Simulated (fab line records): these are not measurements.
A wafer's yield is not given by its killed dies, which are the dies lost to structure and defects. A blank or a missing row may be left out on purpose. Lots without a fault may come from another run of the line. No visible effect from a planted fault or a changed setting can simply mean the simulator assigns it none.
Lot-split experiment ; flow n5 finfet ; 39 wafers read from 7 lots, route of 1938 steps

THE SPLIT ITSELF
At N5_DUMMY_GATE_ETCH_42 (etches SiO2 in CHF3/O2, target depth 3.5 nm, time 31 s), the setting bias w was moved away from the recipe's 12 W on 15 of the 39 wafers read, by -11.0% to +18.7%. All remaining wafers had this setting at the recipe value.

The split's own step is where the reading is taken.

THE READING
rf vpp V, in V, at N5_DUMMY_GATE_ETCH_42 (etches SiO2 in CHF3/O2, target depth 3.5 nm, time 31 s). A value of 42.6 V with a standard deviation of 1 V is what fault-free wafers of this fab line usually give.

wafer;tool, chamber at the split;bias w as run, W;against the recipe;rf vpp V, V;against lot-mates on the recipe
L078.1;rie diel-06, 2;12;recipe;44.4;-
L078.2;rie diel-06, 0;12;recipe;45.2;-
L078.3;rie diel-06, 1;12;recipe;41.0;-
L078.4;rie diel-06, 3;12;recipe;43.6;-
L078.5;rie diel-06, 2;12;recipe;43.3;-
L078.6;rie diel-06, 3;12;recipe;43.2;-
L083.1;rie diel-06, 0;11.1;-7.5%;40.5;-3.4
L083.2;rie diel-06, 2;12;recipe;44.7;-
L083.3;rie diel-06, 1;11.1;-7.5%;38.9;-5.0
L083.4;rie diel-06, 3;12;recipe;43.4;-
L083.5;rie diel-06, 3;12;recipe;43.6;-
L083.6;rie diel-06, 2;11.1;-7.5%;41.7;-2.2
L084.1;rie diel-06, 2;12;recipe;42.1;-
L084.2;rie diel-06, 1;12;recipe;41.8;-
L084.3;rie diel-06, 3;13.15;+9.6%;45.5;+3.1
L084.4;rie diel-06, 0;12;recipe;43.2;-
L084.5;rie diel-06, 0;13.15;+9.6%;46.4;+4.0
L084.6;rie diel-06, 1;13.15;+9.6%;45.4;+3.0
L086.1;rie diel-05, 2;10.68;-11.0%;38.1;-3.9
L086.2;rie diel-05, 0;12;recipe;41.9;-
L086.3;rie diel-05, 1;10.68;-11.0%;38.9;-3.1
L086.4;rie diel-05, 3;12;recipe;42.5;-
L086.5;rie diel-05, 3;10.68;-11.0%;39.0;-3.0
L086.6;rie diel-05, 2;12;recipe;41.7;-
L088.1;rie diel-04, 2;13.15;+9.6%;46.3;+4.1
L088.2;rie diel-04, 0;12;recipe;41.2;-
L088.3;rie diel-04, 1;13.15;+9.6%;46.8;+4.6
L088.4;rie diel-04, 0;12;recipe;42.6;-
L088.5;rie diel-04, 1;13.15;+9.6%;47.1;+4.9
L088.6;rie diel-04, 2;12;recipe;42.9;-
L090.1;rie diel-05, 1;12;recipe;43.0;-
L090.2;rie diel-05, 2;12;recipe;41.4;-
L090.3;rie diel-05, 0;14.24;+18.7%;50.9;+8.7
L090.4;rie diel-05, 3;14.24;+18.7%;48.0;+5.8
L090.5;rie diel-05, 1;12;recipe;42.1;-
L090.6;rie diel-05, 2;14.24;+18.7%;47.1;+4.9
L096.2;rie diel-04, 0;12;recipe;44.7;-
L096.3;rie diel-04, 3;12;recipe;41.3;-
L096.6;rie diel-04, 2;12;recipe;43.1;-

THE FIT
A straight line over all 39 wafers: rf vpp V changes by +0.338 V for each +1% of bias w; r = +0.91; the points scatter about the line by 1.1 V.
The same after taking each lot's own level away (the mean of its wafers on the recipe; 39 wafers): +0.366 V for each +1%; r = +0.93; scatter 1.1 V.
On that fit, the largest move of bias w shifts the reading by 6.8 V.
Measured against the standard deviation above, the lots' own levels, which go from 42.03 to 43.90 V, span 1.9 times it.
Hence the lot-to-lot level has little effect on the slope; both slopes agree.
Check: with one of the wafers moved furthest among these (+18.7%) left out of the fit, the line predicts +6.49 V for it against its lot-mates. Against them it came out at +8.73 V.
Tool readings at the split's step, against how far the setting was moved: rf vpp V r = +0.91.

FURTHER SPLITS ON THESE WAFERS
These wafers also went through other splits before the reading. Each is held against what the fit with the lots' levels taken away leaves over:
other split on the same wafers;wafers away from the commonest value;r with rf vpp V (lot level and that fit taken away)
N5_DUMMY_GATE_EXPOSE_12 dose mj;15;-0.26
N5_DUMMY_GATE_ETCH_37 source w;15;-0.07

THE FILE'S OWN FIT
rf vpp V changes by +0.367 V for each +1% of bias w, r = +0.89.
